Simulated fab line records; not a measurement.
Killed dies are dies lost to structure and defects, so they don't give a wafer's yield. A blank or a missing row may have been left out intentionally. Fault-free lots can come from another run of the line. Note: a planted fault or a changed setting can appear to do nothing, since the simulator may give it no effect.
Split-lot study    flow n5Finfet    7 lots, 21 wafers read, on a route of 1938 steps

## THE SPLIT
At N5_BEOL_M11_ETCH_62 (etches SOC in N2/H2, target depth 110 nm, overetch 22 nm, time 165 s), the setting timeS was moved away from the recipe's 165 s on 4 of the 21 wafers read, by -19.6% to +13.8%. For the rest of the wafers, this setting stayed at what the recipe calls for.

The reading is taken at the split's own step.

## THE READING
SiARC_of_BEOL_M11_COAT_60.thkNm (the simulator's own value, which no gauge read), in nm, at N5_BEOL_M11_ETCH_62 (etches SOC in N2/H2, target depth 110 nm, overetch 22 nm, time 165 s). The file does not state a usual value for it. Across the 17 wafers here that went through the recipe, the average is 23.5 nm and the standard deviation 0.13 nm.

wafer   tool, chamber at the split  timeS as run, s  against the recipe  SiARC_of_BEOL_M11_COAT_60.thkNm, nm  against lot-mates on the recipe
L077.1  rieDiel-03, 0               165              recipe              23.4                                 -
L077.4  rieDiel-03, 3               165              recipe              23.6                                 -
L077.5  rieDiel-03, 3               165              recipe              23.6                                 -
L075.2  rieDiel-03, 2               148.6            -9.9%               23.8                                 +0.1
L075.3  rieDiel-03, 1               165              recipe              23.8                                 -
L075.6  rieDiel-03, 0               165              recipe              23.6                                 -
L082.2  rieDiel-03, 2               165              recipe              23.2                                 -
L082.4  rieDiel-03, 3               141.6            -14.2%              24.4                                 +1.0
L082.5  rieDiel-03, 3               165              recipe              23.6                                 -
L083.2  rieDiel-05, 3,0             165              recipe              23.6                                 -
L083.3  rieDiel-05, 3,0             165              recipe              23.6                                 -
L083.6  rieDiel-05, 1               165              recipe              23.4                                 -
L088.1  rieDiel-04, 1,2,1           165              recipe              23.6                                 -
L088.2  rieDiel-04, 1,2,1           165              recipe              23.6                                 -
L088.6  rieDiel-04, 1,2,1           165              recipe              23.6                                 -
L089.1  rieDiel-04, 1               187.7            +13.8%              22.8                                 -0.8
L089.3  rieDiel-04, 3,2             165              recipe              23.6                                 -
L089.4  rieDiel-04, 3,2             165              recipe              23.6                                 -
L097.2  rieDiel-04, 2,0             165              recipe              23.4                                 -
L097.5  rieDiel-04, 2,0             165              recipe              23.4                                 -
L097.4  rieDiel-04, 1               132.7            -19.6%              24.8                                 +1.4
Where a row lists several chambers, the file gives one row for several wafers and doesn't say which wafer went through which chamber.

THE FIT
A straight line over all 21 wafers: SiARC_of_BEOL_M11_COAT_60.thkNm changes by -0.057 nm for each +1% of timeS; r = -0.93; the points scatter about the line by 0.15 nm.
The same after taking each lot's own level away (the mean of its wafers on the recipe; 21 wafers): -0.0617 nm for each +1%; r = -0.93; scatter 0.16 nm.
Per that fit: largest timeS move, reading shift of 1.2 nm.
The lots' own levels span 23.40 to 23.70 nm, that is 2.3 times the standard deviation above.
Hence the lot-to-lot level has little effect on the slope; both slopes agree.
Check: with one of the wafers moved furthest among these (-19.6%) left out of the fit, the line predicts +1.04 nm for it against its lot-mates. It came out at +1.4 nm against them.

## FILE'S OWN FIT
SiARC_of_BEOL_M11_COAT_60.thkNm changes by -0.0614 nm for each +1% of timeS, r = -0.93.
